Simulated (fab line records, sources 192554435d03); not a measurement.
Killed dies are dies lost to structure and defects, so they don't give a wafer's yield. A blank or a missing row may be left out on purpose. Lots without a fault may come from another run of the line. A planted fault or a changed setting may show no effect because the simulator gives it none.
fab line records | flow n5_finfet
record lots=11 wafers=32 last_day=17
route steps=1938 shown MOL_CONTACT_COAG@531 MIM_TOP@1835 MIM_TOP_LITHO@1850 PASSIVATION@1936
lots that met no fault: from a run of the same line without faults
start_h: hours from the record's first day to the start of the lot's first wafer shown | wait_h: hours since the lot's step before | " the same as in the row above | L1.1+2: a row that stands for several wafers | - no value, or no start given | * or withheld: withheld | < > ~ a bound
route shown NAME@n: a module of which the file shows steps, and the number in the route of the first | usual: mean/standard deviation of fault-free wafers | same: alike in all rows | chamber/n: place in a boat | sites: the reading at each site | _std_site: their standard deviation | _edge_site: outer sites' mean less inner sites' | radius_mm: how far each site lies from the wafer's centre | mask NAME#n: copy n | behind: the tool/chamber that last shaped the wafer | hold: why the lot was held/for how many hours/how that ended | device: the transistor (n, p or np) that didn't switch | end of line: the same wafers' tests at the end of the route | a step without rows: its recipe alone | killed: dies lost to structure and defects at the first sort, not the wafer's yield | map: a wafer's dies, x killed, . not, _ none there
set.NAME: the setting as run; set.NAME@STEP: as run at that earlier step | model.NAME: the simulator's own value behind a step, which no gauge read
steps of the route over a sample of lots; a table a step, a row a wafer
services: from which hour (start_h, from the record's first day; less than 0 if before it) a tool's chamber was out of use, for how many hours, and why
## steps
# step N5_MOL_CONTACT_COAG_ETCH_105
# recipe chemistry=CF4 target=SiARC target_depth_a=156 mask_material=CAR-EUV time_s=26 ion_energy_ev=80 pressure_mtorr=40 source_w=545 bias_w=36 Ar_flow_sccm=100 cf4_flow_sccm=100 ends=cleared
# usual drypump_motor_current_A=5.4/0.39 etch_rf_on_time_s=26.0/1.1 mfc_ar_sccm=99.96/0.3 oes_product_au=0.67/0.072 rf_vpp_V=183.9/1.4 showerhead_plenum_p_Torr=2.13/0.081 throttle_valve_pct=15.62/0.26
# columns lot.wafer tool chamber start_h wait_h drypump_motor_current_A etch_rf_on_time_s mfc_ar_sccm oes_product_au rf_hours_counter_h rf_vpp_V showerhead_plenum_p_Torr throttle_valve_pct
L847.2 rie_diel-05 3 90.17 0.0 5.0 24.8 100.43 0.63 190 185.3 2.21 15.70
L847.4 " 1 " " 5.6 27.6 99.93 0.70 42 183.0 2.09 15.30
L847.5 " 2 " " 5.7 25.5 100.29 0.68 - 181.9 1.99 15.92
L849.3 rie_diel-05 1 99.06 0.0 5.6 28.0 100.33 0.70 46 183.9 2.09 15.31
L849.5 " 2 " " 5.7 25.4 100.21 0.69 - 182.5 1.99 15.90
L849.6 " 3 " " 5.0 24.7 99.94 0.64 - 185.6 2.21 15.69
L850.2 rie_diel-05 2 105.84 0.0 5.7 25.1 99.97 0.69 119 181.8 1.99 15.93
L850.3 " 3 " " 5.0 24.5 100.00 0.63 195 183.7 2.21 15.72
L850.4 " 1 " " 5.6 27.6 100.53 0.70 48 182.0 2.09 15.30
L851.2 rie_diel-05 1 112.28 0.0 5.5 27.6 99.53 0.70 50 182.6 2.09 15.32
L851.3 " 0 " " 4.8 25.1 100.40 0.62 176 182.5 2.06 15.82
L851.4 " 3 " " 5.0 24.5 99.93 0.63 197 186.4 2.21 15.71
L852.2 rie_diel-04 2 118.57 0.0 5.7 27.1 99.92 0.60 212 185.2 2.22 16.01
L852.3 " 0 " " 6.0 27.5 99.42 0.57 241 184.7 2.19 15.71
L852.6 " 2 " " 5.7 26.9 99.94 0.60 - 185.0 2.22 16.01
L853.3 rie_diel-01 2 127.13 0.0 5.4 25.0 100.06 0.75 50 184.9 2.17 15.41
L853.4 " 0 " " 6.0 27.1 100.05 0.79 18 185.6 2.11 15.35
L853.6 " 2 " " 5.4 25.4 100.49 0.74 - 185.1 2.17 15.41
L860.1 rie_diel-01 1 174.04 0.0 5.2 26.6 100.03 0.64 149 184.1 2.13 15.68
L860.2 " 3 " " 5.9 26.8 99.93 0.60 203 185.3 2.20 15.71
L860.4 " 2 " " 5.4 25.2 99.92 0.74 67 183.9 2.17 15.45
L862.1 rie_diel-01 3 186.35 0.0 5.9 26.4 100.42 0.60 208 185.6 2.20 15.73
L862.4 " 1 " " 5.2 26.7 99.38 0.63 154 183.8 2.13 15.67
L862.6 " 2 " " 5.4 25.3 99.92 0.73 - 185.6 2.17 15.46
L865.2 rie_diel-05 0 201.11 0.0 4.9 25.8 99.64 0.60 203 183.9 2.05 15.86
L865.6 " 1 " " 5.6 28.0 99.38 0.66 - 183.6 2.08 15.38
L867.1 rie_diel-04 0 212.49 0.0 6.0 26.9 100.22 0.75 22 186.5 2.18 15.29
L867.5 " 1 " " 5.6 26.2 99.63 0.86 - 185.8 2.27 15.29
L867.6 " 0 " " 6.0 27.0 100.13 0.74 - 184.5 2.18 15.26
L869.2 rie_diel-04 1 226.50 0.0 5.6 26.3 100.05 0.82 7 185.9 2.27 15.31
L869.4 " 0 " " 6.0 27.0 99.84 0.74 - 183.4 2.18 15.29
L869.6 " 3 " " 5.0 24.6 99.96 0.79 - 183.2 2.18 15.01
# step N5_MIM_TOP_ALD_01
# recipe material=HfO2 target_thk_a=56 temp_c=withheld ald_precursor_family=Hf-amide ald_co_reactant=O3 pulse_time_s=1 purge_time_s=3 co_reactant_purge_time_s=2 co_reactant_pulse_time_s=3 ald_cycles=62
# usual precursor_pulse_height_rel=1.002/0.019
# same purge_time_s=3
# columns lot.wafer tool chamber start_h wait_h precursor_pulse_height_rel
L849.3 ald_hk-01 1 - - 1.031
L849.5 " 3 " " 0.998
L849.6 " 2 " " 0.990
L847.2 ald_hk-02 2 - - 1.043
L847.4 " 3 " " 0.980
L847.5 " 0 " " 0.997
L850.2 ald_hk-02 2 - - 0.983
L850.3 " 1 " " 0.969
L850.4 " 3 " " 0.993
L851.2 ald_hk-03 0 - - 1.000
L851.3 " 2 " " 1.001
L851.4 " 3 " " 1.042
L852.2 ald_hk-01 0 - - 1.052
L852.3 " 1 " " 1.003
L852.6 " 1 " " 0.979
L853.3 ald_hk-03 2 - - 1.028
L853.4 " 1 " " 0.983
L853.6 " 3 " " 1.013
L860.1 ald_hk-01 2 - - 1.005
L860.2 " 3 " " 0.992
L860.4 " 0 " " 0.998
L862.1 ald_hk-02 2 - - 0.983
L862.4 " 0 " " 0.986
L862.6 " 2 " " 0.973
L865.2 ald_hk-02 2 - - 1.007
L865.6 " 2 " " 1.007
L867.1 ald_hk-01 0 - - 1.003
L867.5 " 0 " " 0.995
L867.6 " 1 " " 0.990
L869.2 ald_hk-02 2 - - 0.999
L869.4 " 1 " " 1.027
L869.6 " 2 " " 1.008
# step N5_MIM_TOP_ALD_02
# recipe material=Al2O3 target_thk_a=* temp_c=withheld ald_precursor_family=TMA ald_co_reactant=O3 pulse_time_s=withheld purge_time_s=3 co_reactant_purge_time_s=withheld co_reactant_pulse_time_s=3 ald_cycles=withheld
# usual precursor_pulse_height_rel=1.000/0.02
# columns lot.wafer tool chamber start_h wait_h precursor_pulse_height_rel
L849.3 ald_hk-01 1 - - 0.984
L849.5 " 3 " " 1.015
L849.6 " 2 " " 0.986
L847.2 ald_hk-02 2 - - 0.990
L847.4 " 3 " " 0.994
L847.5 " 0 " " 1.014
L850.2 ald_hk-02 2 - - 1.006
L850.3 " 1 " " 1.026
L850.4 " 3 " " 1.019
L851.2 ald_hk-03 0 - - 0.987
L851.3 " 2 " " 0.967
L851.4 " 3 " " 0.983
L852.2 ald_hk-01 0 - - 0.998
L852.3 " 1 " " 1.018
L852.6 " 1 " " 1.005
L853.3 ald_hk-03 2 - - 0.971
L853.4 " 1 " " 1.010
L853.6 " 3 " " 0.999
L860.1 ald_hk-01 2 - - 0.978
L860.2 " 3 " " 1.027
L860.4 " 0 " " 1.014
L862.1 ald_hk-02 2 - - 1.009
L862.4 " 0 " " 0.994
L862.6 " 2 " " 0.973
L865.2 ald_hk-02 2 - - 1.008
L865.6 " 2 " " 1.008
L867.1 ald_hk-01 0 - - 0.987
L867.5 " 0 " " 0.977
L867.6 " 1 " " 1.008
L869.2 ald_hk-02 2 - - 0.992
L869.4 " 1 " " 0.982
L869.6 " 2 " " 1.022
# step N5_MIM_TOP_LITHO_DESCUM_10
# recipe chemistry=O2 time_s=7.9 source_power_w=50 bias_power_w=20 pressure_mtorr=20 rf_frequency_hz=2.712e+07 temp_c=40 o2_flow_sccm=225
# usual drypump_motor_current_A=5.5/0.38 oes_product_au=0.81/0.081 rf_vpp_V=243.0/1.5 showerhead_plenum_p_Torr=2.09/0.084 throttle_valve_pct=20.4/0.32
# columns lot.wafer tool chamber start_h wait_h drypump_motor_current_A oes_product_au rf_hours_counter_h rf_vpp_V showerhead_plenum_p_Torr throttle_valve_pct
L849.3 rie_diel-04 3 271.70 0.5 5.0 0.85 37 244.8 2.14 19.9
L849.5 " 0 " " 6.0 0.85 - 243.3 2.12 20.2
L849.6 " 3 " " 5.1 0.86 - 242.6 2.14 19.9
L847.2 rie_diel-04 3 279.20 0.0 5.0 0.84 40 243.6 2.14 19.9
L847.4 " 1 " " 5.6 0.93 28 245.3 2.20 20.0
L847.5 " 0 " " 6.0 0.85 - 242.2 2.12 20.2
L850.2 rie_diel-01 0 280.55 0.0 6.0 0.87 70 242.4 2.01 20.1
L850.3 " 1 " " 5.2 0.73 185 243.2 2.06 20.4
L850.4 " 2 " " 5.4 0.79 102 242.2 2.15 20.7
L851.2 rie_diel-05 3 289.89 0.0 5.0 0.96 2 245.0 2.14 20.1
L851.3 " 1 " " 5.6 0.75 115 242.0 2.02 20.3
L851.4 " 0 " " 4.8 0.69 233 241.9 1.95 20.4
L852.2 rie_diel-04 3 298.96 0.5 5.1 0.82 47 243.3 2.14 20.0
L852.3 " 2 " " 5.7 0.87 27 243.2 2.11 20.4
L852.6 " 3 " " 5.1 0.82 - 243.3 2.14 20.0
L853.3 rie_diel-05 1 302.91 0.0 5.6 0.75 119 242.6 2.02 20.3
L853.4 " 1 " " 5.6 0.74 - 242.1 2.02 20.3
L853.6 " 0 " " 4.8 0.69 - 242.2 1.95 20.5
L860.1 rie_diel-01 2 357.82 0.1 5.4 0.76 134 242.8 2.14 20.8
L860.2 " 3 " " 5.9 0.98 2 243.6 2.17 20.4
L860.4 " 0 " " 6.0 0.84 99 242.3 2.00 20.1
L862.1 rie_diel-04 2 358.46 0.2 5.6 0.85 49 243.1 2.11 20.5
L862.4 " 3 " " 5.1 0.81 68 242.6 2.13 20.0
L862.6 " 0 " " 6.0 0.81 - 243.1 2.11 20.2
L865.2 rie_diel-05 0 376.64 0.2 4.9 0.94 8 245.4 2.20 20.0
L865.6 " 1 " " 5.6 0.71 - 243.0 2.01 20.3
L867.1 rie_diel-01 1 388.31 0.0 5.2 0.72 227 244.5 2.04 20.5
L867.5 " 0 " " 6.0 0.83 - 241.7 1.99 20.1
L867.6 " 3 " " 5.9 0.94 - 244.1 2.17 20.4
L869.2 rie_diel-01 3 404.03 0.0 5.9 0.92 18 243.2 2.17 20.4
L869.4 " 1 " " 5.2 0.71 232 242.4 2.04 20.5
L869.6 " 3 " " 6.0 0.93 - 243.5 2.17 20.4
# step N5_PASSIVATION_PROBE_49
# usual defect_limited_yield=91.1/1.6 killed_at_M0_to_M3=35/11 killed_at_M4_up=13/5.4 killed_at_contacts=13/6.5 killed_at_front_end=40/14 killed_at_other=4/3.1 killed_dies=105/18 killed_on_rim=14/4.1 killed_open=69/14 killed_short=34/7.3 sort_bin_5_function=5.2/0.96 sort_bin_6_memory=3.4/0.77 sort_bin_8_speed=0.02/0.13 sort_n_pass=1075/19 sort_yield_pct=91.1/1.6
# same gross_dies=1180 killed_at_back_side=0 sort_bin_4_leakage[%]=0
# columns lot.wafer tool chamber start_h wait_h defect_limited_yield[%] killed_at_M0_to_M3 killed_at_M4_up killed_at_contacts killed_at_front_end killed_at_other killed_dies killed_on_rim killed_open killed_short sort_bin_5_function[%] sort_bin_6_memory[%] sort_bin_8_speed[%] sort_n_pass sort_yield_pct[%]
L860.1 prober-02 - 367.88 0.0 86.6 43 15 65 27 8 158 28 73 25 8.8 3.4 0 1022 86.6
L860.2 prober-02 - 367.93 0.1 81.3 45 17 101 53 5 221 26 92 34 12.5 5.4 0 959 81.3
L860.4 prober-02 - 368.03 0.2 84.9 44 12 88 30 4 178 28 61 31 9.9 3.7 0 1002 84.9
L862.1 prober-01 - 369.98 0.0 83.9 41 16 99 32 2 190 21 67 30 10.3 4.1 0 990 83.9
L862.4 prober-01 - 370.13 0.2 85.6 52 13 65 34 6 170 31 74 41 9.1 4.3 0 1010 85.6
L862.6 prober-01 - 370.23 0.3 85.1 40 9 97 29 1 176 20 58 32 9.3 4.1 0 1004 85.1
L865.2 prober-02 - 387.46 0.1 86.1 45 8 14 91 6 164 23 113 50 8.8 4.9 0 1016 86.1
L865.6 prober-02 - 387.66 0.3 87.5 40 14 11 78 5 148 22 106 32 7.5 4.2 0 1032 87.5
# killed by level:class
L860.1 MOL_CONTACT_COAG:unspecified=56 BEOL_M1:geometric_particle:open=14 BEOL_M0_SAQP:geometric_particle:open=11 MOL_CONTACT_COAG:geometric_particle:open=7 BEOL_M2:geometric_particle:open=7 BEOL_M4:geometric_particle:open=7 BEOL_M0_SAQP:geometric_particle:short=5 STI_FIN_REVEAL:geometric_particle:open=4
L860.2 MOL_CONTACT_COAG:unspecified=90 FIN_SAQP:geometric_particle:open=17 BEOL_M2:geometric_particle:open=13 MOL_CONTACT_COAG:geometric_particle:open=9 FIN_SAQP:geometric_particle:short=8 STI_FIN_REVEAL:geometric_particle:open=8 DUMMY_GATE:geometric_particle:open=8 BEOL_M0_SAQP:geometric_particle:open=8
L860.4 MOL_CONTACT_COAG:unspecified=85 BEOL_M0_SAQP:geometric_particle:open=12 BEOL_M1:geometric_particle:open=10 BEOL_M0_SAQP:geometric_particle:short=8 STI_FIN_REVEAL:geometric_particle:open=7 FIN_SAQP:geometric_particle:open=6 GATE_CUT:geometric_particle:short=6 BEOL_M2:geometric_particle:open=6
L862.1 MOL_CONTACT_COAG:unspecified=90 BEOL_M0_SAQP:geometric_particle:open=14 BEOL_M1:geometric_particle:open=10 BEOL_M5:geometric_particle:open=8 FIN_SAQP:geometric_particle:short=7 MOL_CONTACT_COAG:geometric_particle:open=6 BEOL_M0_SAQP:geometric_particle:short=6 BEOL_M3:geometric_particle:open=6
L862.4 MOL_CONTACT_COAG:unspecified=53 BEOL_M0_SAQP:geometric_particle:open=14 BEOL_M0_SAQP:geometric_particle:short=12 MOL_CONTACT_COAG:geometric_particle:open=11 BEOL_M2:geometric_particle:open=11 FIN_SAQP:geometric_particle:short=10 BEOL_M3:geometric_particle:open=8 FIN_SAQP:geometric_particle:open=6
L862.6 MOL_CONTACT_COAG:unspecified=83 MOL_CONTACT_COAG:geometric_particle:open=11 BEOL_M0_SAQP:geometric_particle:short=11 BEOL_M0_SAQP:geometric_particle:open=9 STI_FIN_REVEAL:geometric_particle:open=7 BEOL_M1:geometric_particle:open=6 BEOL_M3:geometric_particle:open=5 FIN_SAQP:geometric_particle:short=4
L865.2 FIN_SAQP:geometric_particle:open=23 STI_FIN_REVEAL:geometric_particle:open=23 BEOL_M3:geometric_particle:open=18 FIN_SAQP:geometric_particle:short=15 MOL_CONTACT_COAG:geometric_particle:open=11 BEOL_M2:geometric_particle:open=11 STI_FIN_REVEAL:geometric_particle:short=7 GATE_CUT:geometric_particle:short=6
L865.6 FIN_SAQP:geometric_particle:open=26 STI_FIN_REVEAL:geometric_particle:open=15 BEOL_M2:geometric_particle:open=14 BEOL_M4:geometric_particle:open=10 MOL_CONTACT_COAG:geometric_particle:open=9 FIN_SAQP:geometric_particle:short=8 BEOL_M1:geometric_particle:open=8 BEOL_M3:geometric_particle:open=8
## services
# columns tool chamber start_h hours kind
rie_diel-01 1 81.27 3.3 repair
rie_diel-04 0 146.67 - clean
rie_diel-05 0 148.21 4.6 repair
rie_diel-01 3 195.47 16.5 repair
rie_diel-04 0 199.60 4.3 repair
rie_diel-05 0 245.48 11.8 repair
ald_hk-02 - 249.70 2.8 pm
rie_diel-01 - 259.93 15.6 pm
rie_diel-05 3 266.21 - clean
rie_diel-05 3 266.21 - consumable_replace:focus_ring
rie_diel-05 3 266.21 19.3 scheduled_down
rie_diel-05 3 266.21 19.3 vent_cycle
rie_diel-01 1 286.84 1.3 repair
rie_diel-05 3 295.88 15.1 repair
rie_diel-01 0 311.92 8.4 repair
rie_diel-05 0 314.81 2.2 repair
ald_hk-02 - 321.72 3.1 repair
rie_diel-05 0 342.27 - clean
rie_diel-05 0 342.27 - consumable_replace:focus_ring
rie_diel-05 0 342.27 - consumable_replace:showerhead
rie_diel-05 0 342.27 16.1 scheduled_down
rie_diel-05 0 342.27 16.1 vent_cycle
ald_hk-03 - 372.50 0.8 repair
ald_hk-03 - 403.21 8.7 pm
## key
first_sign step=N5_PASSIVATION_PROBE_49 reading=killed_at_contacts direction=up sigmas=11 usual=13 struck=86
effect step=N5_PASSIVATION_PROBE_49 reading=defect_limited_yield direction=down sigmas=4.2 usual=91.1 struck=84.6
more_kills_born_at N5_MOL_CONTACT_COAG_ETCH_105@rie_diel-01=457
met_at N5_MOL_CONTACT_COAG_ETCH_105
struck_lots L860,L862
not_acting_at N5_MIM_TOP_ALD_01,N5_MIM_TOP_ALD_02,N5_MIM_TOP_LITHO_DESCUM_10
onset_between 127.13 174.04
fault kind=chamber_particle_source tool=rie_diel-01 chamber=- onset_h=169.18 steps=N5_MOL_CONTACT_COAG_ETCH_105 rate_per_visit_cm2=0.4289 end_h=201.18
